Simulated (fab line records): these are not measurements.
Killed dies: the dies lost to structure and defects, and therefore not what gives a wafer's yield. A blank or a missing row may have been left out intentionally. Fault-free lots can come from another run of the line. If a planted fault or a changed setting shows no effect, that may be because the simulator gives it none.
The tool behind it: which one?	flow n5_finfet	24 lots with 72 wafers sampled at 4 steps, on a route of 1938 steps

## WHAT EACH GAUGE READ, for each wafer
N5_BEOL_M11_OCD_MEAS_38.
lot	measured	on	trench_depth_nm (nm)
L074	day 10 14:50	ocd-02	149.5 152.1 147.4
L075	day 10 15:18	ocd-02	145.9 145.2 144.0
L076	day 10 18:20	ocd-02	148.9 148.2 148.8
L078	day 11 08:28	ocd-02	146.9 146.9 144.8
L079	day 11 08:51	ocd-02	148.2 151.4 150.3
L077	day 11 09:02	ocd-01	145.9 145.5 147.7
L080	day 11 14:37	ocd-01	142.9 147.5 146.8
L081	day 12 00:25	ocd-02	143.3 143.8 145.6
L082	day 12 08:14	ocd-01	146.8 144.3 145.8
L083	day 12 11:49	ocd-01	148.2 148.1 148.1
L084	day 12 19:38	ocd-02	144.3 146.2 145.9
L085	day 13 00:36	ocd-01	144.7 147.0 144.8
L086	day 13 07:09	ocd-01	147.3 146.8 145.5
L088	day 13 13:12	ocd-01	149.2 145.4 150.2
L089	day 13 19:46	ocd-02	144.7 145.8 146.6
L090	day 13 20:55	ocd-02	145.8 144.6 144.3
L087	day 13 23:56	ocd-01	150.9 146.9 147.8
L091	day 14 01:47	ocd-01	145.8 145.0 146.5
L092	day 15 17:03	ocd-02	148.4 142.7 144.2
L097	day 15 20:02	ocd-01	144.6 143.7 149.0
L093	day 15 20:11	ocd-01	148.7 152.0 152.5
L094	day 15 20:29	ocd-02	143.6 150.5 143.9
L095	day 15 23:33	ocd-01	150.7 150.5 150.8
L096	day 17 01:02	ocd-01	143.0 145.1 146.0

N5_BEOL_M12_OVL_MEAS_11.
lot	measured	on	V11_OVL (nm)
L074	day 10 19:22	overlay-01	0 6 4
L075	day 10 19:44	overlay-01	7 6 9
L076	day 10 23:01	overlay-01	14 9 16
L078	day 11 11:16	overlay-01	11 12 11
L079	day 11 12:04	overlay-02	10 -8 -3
L077	day 11 12:31	overlay-02	7 0 3
L080	day 11 17:59	overlay-01	5 4 9
L081	day 12 03:28	overlay-01	-13 -14 -3
L082	day 12 12:58	overlay-02	-5 -4 -1
L083	day 12 14:59	overlay-01	9 9 9
L084	day 12 23:57	overlay-02	1 2 -1
L085	day 13 03:31	overlay-02	0 6 -2
L086	day 13 10:28	overlay-01	6 -2 -7
L088	day 13 16:43	overlay-02	11 7 13
L089	day 13 23:22	overlay-01	-2 0 3
L090	day 14 00:34	overlay-02	1 -7 -3
L087	day 14 03:29	overlay-02	15 12 21
L091	day 14 05:05	overlay-02	3 9 5
L092	day 15 20:19	overlay-01	9 10 4
L097	day 15 23:58	overlay-01	2 7 10
L093	day 15 23:26	overlay-01	5 4 2
L094	day 16 01:12	overlay-01	11 7 11
L095	day 16 02:32	overlay-01	9 7 10
L096	day 17 04:27	overlay-01	6 9 5

## EACH LOT AND THE TOOL THAT RAN IT (in order: tool; ch and the chambers of the sampled wafers; start)
lot	N5_BEOL_M11_STRIP_36	N5_BEOL_M11_SURFACE_TREAT_76
L074	rie_diel-02 ch 1,2,3, day 10 14:37	pvd_sputter-01, day 10 17:32
L075	rie_diel-04 ch 2,3, day 10 15:04	pvd_sputter-03, day 10 18:06
L076	rie_diel-06 ch 1,2, day 10 18:06	pvd_sputter-02, day 10 21:03
L078	rie_diel-04 ch 0,2,3, day 11 08:15	pvd_sputter-03, day 11 09:34
L079	rie_diel-02 ch 1,3, day 11 08:38	pvd_sputter-03, day 11 09:53
L077	rie_diel-04 ch 1,2,3, day 11 08:49	pvd_sputter-01, day 11 10:32
L080	rie_diel-04 ch 0,2, day 11 14:24	pvd_sputter-01, day 11 15:49
L081	rie_diel-04 ch 1,2,3, day 12 00:11	pvd_sputter-01, day 12 01:39
L082	rie_diel-02 ch 1,2, day 12 08:01	pvd_sputter-01, day 12 09:25
L083	rie_diel-06 ch 1,2,3, day 12 11:36	pvd_sputter-01, day 12 12:46
L084	rie_diel-04 ch 0,2, day 12 19:25	pvd_sputter-03, day 12 22:00
L085	rie_diel-04 ch 0,1, day 13 00:17	pvd_sputter-01, day 13 01:40
L086	rie_diel-04 ch 0,1,3, day 13 06:56	pvd_sputter-01, day 13 08:39
L088	rie_diel-02 ch 0,1,3, day 13 12:58	pvd_sputter-03, day 13 14:46
L089	rie_diel-04 ch 1,2,3, day 13 19:33	pvd_sputter-03, day 13 21:22
L090	rie_diel-04 ch 1,3, day 13 20:41	pvd_sputter-03, day 13 22:18
L087	rie_diel-02 ch 1,3, day 13 23:43	pvd_sputter-02, day 14 01:02
L091	rie_diel-04 ch 1,2, day 14 01:34	pvd_sputter-03, day 14 03:13
L092	rie_diel-04 ch 0,1,2, day 15 16:49	pvd_sputter-03, day 15 18:01
L097	rie_diel-04 ch 0,1,2, day 15 19:48	pvd_sputter-02, day 15 21:14
L093	rie_diel-06 ch 0,3, day 15 19:58	pvd_sputter-01, day 15 21:10
L094	rie_diel-04 ch 0,1,2, day 15 20:16	pvd_sputter-02, day 15 22:09
L095	rie_diel-02 ch 0,3, day 15 23:19	pvd_sputter-02, day 16 00:42
L096	rie_diel-04 ch 2,3, day 17 00:49	pvd_sputter-02, day 17 02:04
- N5_BEOL_M11_STRIP_36: strips in N2/H2.
- N5_BEOL_M11_SURFACE_TREAT_76

## AS READ BY THE TOOLS THEMSELVES (means over the sampled wafers that have a number; for cases with no such wafer, the mark the record gives instead)
N5_BEOL_M11_STRIP_36.
lot	tool	chamber_pressure_mTorr (mTorr)	drypump_motor_current_A (A)	oes_product_au (a.u.)	rf_vpp_V (V)	showerhead_plenum_p_Torr (Torr)	throttle_valve_pct (%)
L074	rie_diel-02	20.01	5.6	0.79	60.1	2.57	23.83
L075	rie_diel-04	20.01	5.8	0.71	58.8	2.63	23.68
L076	rie_diel-06	20.05	5.8	0.81	58.5	2.50	23.63
L078	rie_diel-04	20.01	5.8	0.72	60.9	2.58	23.58
L079	rie_diel-02	20.01	5.5	0.82	60.6	2.58	23.65
L077	rie_diel-04	19.99	5.8	0.74	59.4	2.57	23.74
L080	rie_diel-04	19.97	6.0	0.70	59.2	2.58	23.48
L081	rie_diel-04	19.98	5.7	0.75	61.7	2.57	23.73
L082	rie_diel-02	19.97	5.8	0.75	60.5	2.55	23.99
L083	rie_diel-06	19.99	5.6	0.77	58.6	2.47	23.80
L084	rie_diel-04	20.01	6.0	0.71	58.9	2.57	23.50
L085	rie_diel-04	19.98	5.9	0.73	60.0	2.48	23.41
L086	rie_diel-04	19.99	5.7	0.73	59.5	2.52	23.66
L088	rie_diel-02	19.96	5.6	0.82	60.8	2.58	23.88
L089	rie_diel-04	20.02	5.7	0.72	57.2	2.56	23.74
L090	rie_diel-04	20.03	5.7	0.76	58.2	2.51	23.79
L087	rie_diel-02	19.98	5.8	0.81	60.0	2.57	23.91
L091	rie_diel-04	20.02	6.0	0.74	58.4	2.56	23.67
L092	rie_diel-04	20.00	5.9	0.82	62.0	2.51	23.48
L097	rie_diel-04	19.99	5.9	0.82	59.5	2.51	23.50
L093	rie_diel-06	20.01	5.2	0.85	60.2	2.53	23.45
L094	rie_diel-04	20.06	5.9	0.82	58.6	2.51	23.47
L095	rie_diel-02	19.97	5.3	0.79	59.4	2.57	23.68
L096	rie_diel-04	19.96	5.8	0.70	59.6	2.61	23.77

## THE ANSWER, worked out from the rows above alone
Rule: the lots themselves supply what counts as usual. The widest of any qualifying gaps counts: lots, ordered by their means at a reading, are off when they make up no more than a third of the lots, leave a main group of 4 or more, and stand apart from it by 3 or more times the standard deviation of that group's means. The tables above print the reading to a certain number of digits; a main group whose means all agree to those digits is not used. Also off: a lot with no number at a reading for which 4 or more lots have one. The other lots that the step has rows for count as sound. After the gauges, taken in route order, come the tools' own readings; for these a lot's mean is taken, as printed above. The first step at which some lot is off is used, and at that step the reading that is off furthest; a lot without a number counts as furthest.
No lot is off on any of the readings shown, so nothing can be concluded from this.

## WHAT THE SIMULATOR HAD PUT IN
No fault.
